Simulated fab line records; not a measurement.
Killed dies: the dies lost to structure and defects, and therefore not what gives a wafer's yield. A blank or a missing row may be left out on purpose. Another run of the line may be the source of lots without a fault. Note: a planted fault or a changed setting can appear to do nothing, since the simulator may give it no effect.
Matching of chambers || flow n5-finfet || N5_MOL_CONTACT_COAG_ETCH_66 on rie-diel-02 has 4 sister chambers
The step etches SiARC in CF4, target depth 13 nm, time 21.7 s. 4 wafers are shown with their chamber, then 8 later ones without.

EACH WAFER AND ITS CHAMBER
{"wafer": "L081.5", "chamber": 1, "showerhead-plenum-p-Torr (Torr)": 2.03}
{"wafer": "L085.3", "chamber": 0, "showerhead-plenum-p-Torr (Torr)": 2.03}
{"wafer": "L085.5", "chamber": 2, "showerhead-plenum-p-Torr (Torr)": 2.30}
{"wafer": "L088.1", "chamber": 3, "showerhead-plenum-p-Torr (Torr)": 2.17}

WAFERS WHOSE CHAMBER IS MISSING
{"wafer": "L088.3", "showerhead-plenum-p-Torr (Torr)": 2.03}
{"wafer": "L088.5", "showerhead-plenum-p-Torr (Torr)": 2.03}
{"wafer": "L091.1", "showerhead-plenum-p-Torr (Torr)": 2.16}
{"wafer": "L091.5", "showerhead-plenum-p-Torr (Torr)": 2.28}
{"wafer": "L091.6", "showerhead-plenum-p-Torr (Torr)": 2.03}
{"wafer": "L094.2", "showerhead-plenum-p-Torr (Torr)": 2.29}
{"wafer": "L094.4", "showerhead-plenum-p-Torr (Torr)": 2.16}
{"wafer": "L094.6", "showerhead-plenum-p-Torr (Torr)": 2.27}

THE CHAMBER EACH PASSED THROUGH
{"wafer": "L088.3", "from the rows above": "can't be placed: 0 or 1", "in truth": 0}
{"wafer": "L088.5", "from the rows above": "can't be placed: 0 or 1", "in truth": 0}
{"wafer": "L091.1", "from the rows above": 3, "in truth": 3}
{"wafer": "L091.5", "from the rows above": 2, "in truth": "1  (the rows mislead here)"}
{"wafer": "L091.6", "from the rows above": "can't be placed: 0 or 1", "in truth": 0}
{"wafer": "L094.2", "from the rows above": 2, "in truth": 2}
{"wafer": "L094.4", "from the rows above": 3, "in truth": 3}
{"wafer": "L094.6", "from the rows above": 2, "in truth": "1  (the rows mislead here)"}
Correct placement for 3 of the 8. These rows do not allow placing 3 (true chamber among the candidates in 3). Wrongly placed: 2.
How it was worked out, from the rows above alone: a wafer's distance from a chamber is the root of the sum, over the readings, of the square of ((its reading less the chamber's mean) divided by the reading's scatter). If the next closest chamber is less than 2 further off than the closest, the wafer can't be placed; otherwise it belongs to the closest. The mean given for a chamber averages the wafers shown for that chamber. The scatter: with one shown wafer a chamber, the root of the mean of the squares of how far each hidden wafer lies from its nearest shown one.
